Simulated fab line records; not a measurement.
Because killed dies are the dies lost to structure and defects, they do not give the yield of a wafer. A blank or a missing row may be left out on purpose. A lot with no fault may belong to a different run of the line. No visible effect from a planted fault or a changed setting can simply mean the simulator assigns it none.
Which tool did it? | flow nand_harc | 6 lots, 18 wafers sampled, at 3 steps of a route of 1302

## WHAT THE GAUGES SHOWED, per wafer
NHARC_A_SGD_CUT_THK_MEAS_22: measures by ellipsometry.
lot  | measured     | on            | thk_nm (nm)
L795 | day 20 05:00 | film_metro-01 | 148.2 150.2 146.1
L797 | day 21 14:41 | film_metro-01 | 144.9 146.1 149.1
L801 | day 22 18:41 | film_metro-02 | 144.9 146.9 145.3
L803 | day 23 23:43 | film_metro-01 | 150.0 150.8 149.1
L804 | day 24 11:28 | film_metro-02 | 149.6 148.8 149.3
L812 | day 28 16:50 | film_metro-02 | 149.5 146.7 149.0

## WHICH TOOL RAN EACH LOT (tool, then ch and the chambers of the sampled wafers, then the start)
lot  | NHARC_A_SGD_CUT_ETCH_59                       | NHARC_A_SGD_CUT_ETCH_16
L795 | rie_diel-01 ch 0,1,3, day 20 05:00 or earlier | rie_diel-01 ch 1,2,3, day 20 05:00 or earlier
L797 | rie_diel-09 ch 0,2,3, day 21 14:41 or earlier | rie_diel-09 ch 0,2,3, day 21 14:41 or earlier
L801 | rie_diel-01 ch 0,1,3, day 22 18:41 or earlier | rie_diel-01 ch 0,1,2, day 22 18:41 or earlier
L803 | rie_diel-10 ch 0,3, day 23 23:43 or earlier   | rie_diel-10 ch 0,3, day 23 23:43 or earlier
L804 | rie_diel-09 ch 0,2, day 24 11:28 or earlier   | rie_diel-09 ch 0,2, day 24 11:28 or earlier
L812 | rie_diel-10 ch 1,2,3, day 28 16:50 or earlier | rie_diel-10 ch 0,2,3, day 28 16:50 or earlier
- NHARC_A_SGD_CUT_ETCH_59: etches the open film in N2/H2, target depth 260 nm, time 406.25 s.
- NHARC_A_SGD_CUT_ETCH_16: etches the open film in C4F8/O2/Ar, target depth 310.5 nm, time 155.2 s.

## THE ANSWER, worked out from the rows above alone
Rule: usual is defined by the lots themselves. Put in order of their means at a reading, lots are off if they are a third of the lots or fewer, leave a main group of 4 or more, and stand apart from it by a gap of 3 or more times the standard deviation of the main group's means; of several such gaps the widest counts. If all means in a main group match to the digits the tables above print for the reading, that group is not used. Also off: a lot with no number at a reading for which 4 or more lots have one. Any other lot the step has rows for is counted as sound.
No lot is off on any of the readings shown, so nothing can be concluded from this.

## WHAT WAS PUT IN BY THE SIMULATOR
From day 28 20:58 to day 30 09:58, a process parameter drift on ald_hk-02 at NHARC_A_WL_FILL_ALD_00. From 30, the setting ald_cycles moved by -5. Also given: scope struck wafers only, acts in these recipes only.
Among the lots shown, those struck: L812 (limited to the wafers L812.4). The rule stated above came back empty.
